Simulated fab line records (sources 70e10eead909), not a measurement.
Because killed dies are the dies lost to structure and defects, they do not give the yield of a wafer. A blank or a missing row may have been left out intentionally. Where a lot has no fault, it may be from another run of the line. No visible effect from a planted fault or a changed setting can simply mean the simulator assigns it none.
Struck lot and sound lot, side by side | flow nandHarc | 14 out of 1302 route steps
Sound: these wafers, L528.2, L528.3, L528.6. Struck: wafer L542.6. (L542.1, L542.2 of the same lot were not struck and are left out.) The cause comes at the end.
Order at every step that has rows: each side's tool, ch and its chambers, its first start. Under that, the readings that differ: sound wafers | struck wafers | difference of the means | sigmas: that difference in standard deviations of wafers without a fault.
alike: words and numbers the same on both sides, and readings whose means are apart by under 2 such deviations; not compared: readings that were withheld, readings missing a value for some wafer, numbers with overlapping values and no deviation given by the record, and bounds like >300 which may hide the same value.
A row with sigmas, a row that says differs or no value, or rows on one side alone: a step with any of these is where the two part. Numbers that have no deviation but don't overlap get no sigmas and don't part them. Lack of a reading on every wafer of one side parts them only where that side has two or more wafers.

first, 7 steps without rows for these wafers: NHARC_A_STAIRCASE_COAT_304; NHARC_A_STAIRCASE_SOFTBAKE_305 (time 170 s); NHARC_A_STAIRCASE_EBR_306; NHARC_A_STAIRCASE_EXPOSE_307 (exposes mask CHOP 50); NHARC_A_STAIRCASE_PEB_308 (peb time 130 s); NHARC_A_STAIRCASE_DEVELOP_309 (time 140 s); NHARC_A_STAIRCASE_HARDBAKE_311 (time 140 s).
NHARC_A_STAIRCASE_DESCUM_312: chemistry O2, time 3 s.
  sound on rieDiel-11 ch 0,3, day 19 21:44; struck on rieDiel-11 ch 3, day 25 11:00
reading    | sound          | struck | difference | sigmas
rfVppV (V) | 56.8 57.1 56.1 | 58.9   | +2.2       | +3
  alike: drypumpMotorCurrentA, oesProductAu, showerheadPlenumPTorr, throttleValvePct
  not compared: rfHoursCounterH
NHARC_A_STAIRCASE_ETCH_313: etches the open film in CF4/CHF3.
  sound on rieDiel-11 ch 1,2, day 19 21:49; struck on rieDiel-11 ch 1, day 25 11:11
reading             | sound             | struck | difference | sigmas
oesProductAu (a.u.) | 0.979 0.968 0.967 | 0.921  | -0.050     | -3
  alike: cf4FlowSccm, chf3FlowSccm, drypumpMotorCurrentA, rfVppV, showerheadPlenumPTorr, throttleValvePct
  not compared: rfHoursCounterH
NHARC_A_STAIRCASE_HM_OPEN_463: chemistry O2/COS.
  sound on rieDiel-11 ch 0,1,2; struck on rieDiel-11 ch 3
  alike: drypumpMotorCurrentA, oesProductAu, rfVppV, showerheadPlenumPTorr, throttleValvePct
  not compared: rfHoursCounterH
then, 1 step without rows for these wafers: NHARC_A_STAIRCASE_STRIP_464 (strips in O2/COS).
NHARC_A_STAIRCASE_ETCH_453: etches the open film in CF4/O2, target depth 30 nm, overetch 3 nm, time 16.5 s.
  sound on rieDiel-11 ch 2,3, day 19 22:20; struck on rieDiel-11 ch 2, day 25 13:16
reading                      | sound                | struck | difference | sigmas
cf4FlowSccm (sccm)           | 80.11 80.26 80.03    | 64.18  | -15.95     | -69
oes_f_703_au (a.u.)          | 0.999 1.003 0.999    | 1.065  | +0.065     | +16
oes_o_777_au (a.u.)          | 0.992 1.001 1.000    | 1.261  | +0.263     | +63
showerheadPlenumPTorr (Torr) | 1.25 1.36 1.36       | 1.19   | -0.13      | -3
throttleValvePct (%)         | 13.400 13.400 13.399 | 12.316 | -1.084     | -99 or more
  alike: drypumpMotorCurrentA, oesProductAu, rfVppV
  not compared: rfHoursCounterH
NHARC_A_STAIRCASE_ETCH_315: etches the open film in C4F8/O2/Ar, target depth 2500 nm, time 607.1 s.
  sound on rieDiel-11 ch 1,2,3; struck on rieDiel-11 ch 0
reading             | sound             | struck | difference | sigmas
oesProductAu (a.u.) | 0.919 0.937 0.935 | 0.903  | -0.027     | -3
  alike: rfVppV
  not compared: rfHoursCounterH
NHARC_END_SORT_01:
  the record has rows for the sound wafers here (prober-01 ch 0, day 27 06:27) and none for the struck ones

## WHERE THEY PART
Earliest at NHARC_A_STAIRCASE_DESCUM_312; latest, in this record, at NHARC_END_SORT_01.

WHY: whatever the simulator had introduced
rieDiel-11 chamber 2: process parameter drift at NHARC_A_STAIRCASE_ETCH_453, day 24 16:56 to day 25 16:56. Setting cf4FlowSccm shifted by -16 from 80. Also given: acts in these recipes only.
